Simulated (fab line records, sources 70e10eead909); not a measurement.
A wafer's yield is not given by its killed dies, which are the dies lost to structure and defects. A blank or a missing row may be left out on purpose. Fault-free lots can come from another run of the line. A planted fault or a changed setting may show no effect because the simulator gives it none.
Matching of chambers / flow nandHarc / rieDiel-11 running NHARC_P_CONTACT_ETCH_35: 4 sister chambers
The step etches the open film in CF4, target depth 39 nm, time 65 s. 24 wafers are shown with their chamber, then 12 later ones without.

== WAFERS, EACH WITH ITS CHAMBER ==
wafer=L076.1; chamber=1; showerheadPlenumPTorr (Torr)=1.86; drypumpMotorCurrentA (A)=5.0; oesProductAu (a.u.)=0.995
wafer=L076.5; chamber=3; showerheadPlenumPTorr (Torr)=1.69; drypumpMotorCurrentA (A)=6.2; oesProductAu (a.u.)=0.983
wafer=L076.6; chamber=0; showerheadPlenumPTorr (Torr)=1.69; drypumpMotorCurrentA (A)=6.5; oesProductAu (a.u.)=1.014
wafer=L077.1; chamber=0; showerheadPlenumPTorr (Torr)=1.69; drypumpMotorCurrentA (A)=6.5; oesProductAu (a.u.)=1.009
wafer=L077.3; chamber=3; showerheadPlenumPTorr (Torr)=1.69; drypumpMotorCurrentA (A)=6.2; oesProductAu (a.u.)=0.993
wafer=L077.6; chamber=3; showerheadPlenumPTorr (Torr)=1.69; drypumpMotorCurrentA (A)=6.2; oesProductAu (a.u.)=0.985
wafer=L079.1; chamber=0; showerheadPlenumPTorr (Torr)=1.69; drypumpMotorCurrentA (A)=6.5; oesProductAu (a.u.)=1.010
wafer=L079.4; chamber=2; showerheadPlenumPTorr (Torr)=1.75; drypumpMotorCurrentA (A)=5.8; oesProductAu (a.u.)=0.999
wafer=L079.6; chamber=1; showerheadPlenumPTorr (Torr)=1.86; drypumpMotorCurrentA (A)=5.0; oesProductAu (a.u.)=0.990
wafer=L081.2; chamber=3; showerheadPlenumPTorr (Torr)=1.69; drypumpMotorCurrentA (A)=6.2; oesProductAu (a.u.)=0.987
wafer=L081.3; chamber=0; showerheadPlenumPTorr (Torr)=1.69; drypumpMotorCurrentA (A)=6.5; oesProductAu (a.u.)=1.003
wafer=L081.4; chamber=1; showerheadPlenumPTorr (Torr)=1.86; drypumpMotorCurrentA (A)=5.0; oesProductAu (a.u.)=0.994
wafer=L080.1; chamber=0; showerheadPlenumPTorr (Torr)=1.69; drypumpMotorCurrentA (A)=6.5; oesProductAu (a.u.)=1.019
wafer=L080.5; chamber=1; showerheadPlenumPTorr (Torr)=1.86; drypumpMotorCurrentA (A)=5.0; oesProductAu (a.u.)=0.988
wafer=L080.6; chamber=2; showerheadPlenumPTorr (Torr)=1.75; drypumpMotorCurrentA (A)=5.9; oesProductAu (a.u.)=1.001
wafer=L086.1; chamber=1; showerheadPlenumPTorr (Torr)=1.86; drypumpMotorCurrentA (A)=5.0; oesProductAu (a.u.)=0.992
wafer=L086.5; chamber=0; showerheadPlenumPTorr (Torr)=1.69; drypumpMotorCurrentA (A)=6.4; oesProductAu (a.u.)=1.009
wafer=L086.6; chamber=3; showerheadPlenumPTorr (Torr)=1.68; drypumpMotorCurrentA (A)=6.2; oesProductAu (a.u.)=0.993
wafer=L089.1; chamber=2; showerheadPlenumPTorr (Torr)=1.75; drypumpMotorCurrentA (A)=5.8; oesProductAu (a.u.)=0.983
wafer=L089.3; chamber=1; showerheadPlenumPTorr (Torr)=1.86; drypumpMotorCurrentA (A)=5.0; oesProductAu (a.u.)=1.005
wafer=L089.6; chamber=1; showerheadPlenumPTorr (Torr)=1.86; drypumpMotorCurrentA (A)=5.0; oesProductAu (a.u.)=0.992
wafer=L091.1; chamber=0; showerheadPlenumPTorr (Torr)=1.69; drypumpMotorCurrentA (A)=6.5; oesProductAu (a.u.)=1.008
wafer=L091.3; chamber=1; showerheadPlenumPTorr (Torr)=1.86; drypumpMotorCurrentA (A)=5.0; oesProductAu (a.u.)=0.997
wafer=L091.4; chamber=3; showerheadPlenumPTorr (Torr)=1.68; drypumpMotorCurrentA (A)=6.2; oesProductAu (a.u.)=0.990

SIGNATURES (averages over the wafers above)
reading=showerheadPlenumPTorr; chamber 0=1.6900; chamber 1=1.8600; chamber 2=1.7500; chamber 3=1.6867; scatter within a chamber=0.00258
reading=drypumpMotorCurrentA; chamber 0=6.486; chamber 1=5.000; chamber 2=5.833; chamber 3=6.200; scatter within a chamber=0.0276
reading=oesProductAu; chamber 0=1.01029; chamber 1=0.99412; chamber 2=0.99433; chamber 3=0.98850; scatter within a chamber=0.00559
Rule: a wafer lies at a distance from a chamber equal to the root of the sum of squares, over the readings, of (its reading less the chamber's mean, divided by the reading's scatter). The wafer belongs to the nearest chamber; if the next one is less than 2 further off, it can't be placed. The scatter is the square root of a quotient: the sum, over the shown wafers, of each reading's squared deviation from its chamber's mean, divided by wafers minus chambers.

== WAFERS MISSING THEIR CHAMBER ==
wafer=L093.4; showerheadPlenumPTorr (Torr)=1.86; drypumpMotorCurrentA (A)=5.0; oesProductAu (a.u.)=1.005
wafer=L093.5; showerheadPlenumPTorr (Torr)=1.86; drypumpMotorCurrentA (A)=5.0; oesProductAu (a.u.)=1.005
wafer=L093.6; showerheadPlenumPTorr (Torr)=1.75; drypumpMotorCurrentA (A)=5.8; oesProductAu (a.u.)=0.990
wafer=L092.2; showerheadPlenumPTorr (Torr)=1.86; drypumpMotorCurrentA (A)=5.0; oesProductAu (a.u.)=0.992
wafer=L092.4; showerheadPlenumPTorr (Torr)=1.68; drypumpMotorCurrentA (A)=6.2; oesProductAu (a.u.)=1.002
wafer=L092.5; showerheadPlenumPTorr (Torr)=1.86; drypumpMotorCurrentA (A)=5.0; oesProductAu (a.u.)=0.998
wafer=L094.3; showerheadPlenumPTorr (Torr)=1.69; drypumpMotorCurrentA (A)=6.4; oesProductAu (a.u.)=1.024
wafer=L094.4; showerheadPlenumPTorr (Torr)=1.75; drypumpMotorCurrentA (A)=5.9; oesProductAu (a.u.)=1.010
wafer=L094.5; showerheadPlenumPTorr (Torr)=1.68; drypumpMotorCurrentA (A)=6.2; oesProductAu (a.u.)=1.004
wafer=L096.3; showerheadPlenumPTorr (Torr)=1.75; drypumpMotorCurrentA (A)=5.8; oesProductAu (a.u.)=0.986
wafer=L096.5; showerheadPlenumPTorr (Torr)=1.86; drypumpMotorCurrentA (A)=5.0; oesProductAu (a.u.)=1.000
wafer=L096.6; showerheadPlenumPTorr (Torr)=1.69; drypumpMotorCurrentA (A)=6.4; oesProductAu (a.u.)=1.010

== CHAMBER TAKEN BY EACH ==
wafer=L093.4; from the rows above=1; in truth=1
wafer=L093.5; from the rows above=1; in truth=1
wafer=L093.6; from the rows above=2; in truth=2
wafer=L092.2; from the rows above=1; in truth=1
wafer=L092.4; from the rows above=3; in truth=3
wafer=L092.5; from the rows above=1; in truth=1
wafer=L094.3; from the rows above=0; in truth=0
wafer=L094.4; from the rows above=2; in truth=2
wafer=L094.5; from the rows above=3; in truth=3
wafer=L096.3; from the rows above=2; in truth=2
wafer=L096.5; from the rows above=1; in truth=1
wafer=L096.6; from the rows above=0; in truth=0
12 of 12 placed correctly. Not placeable from these rows: 0. Wrongly placed: 0.
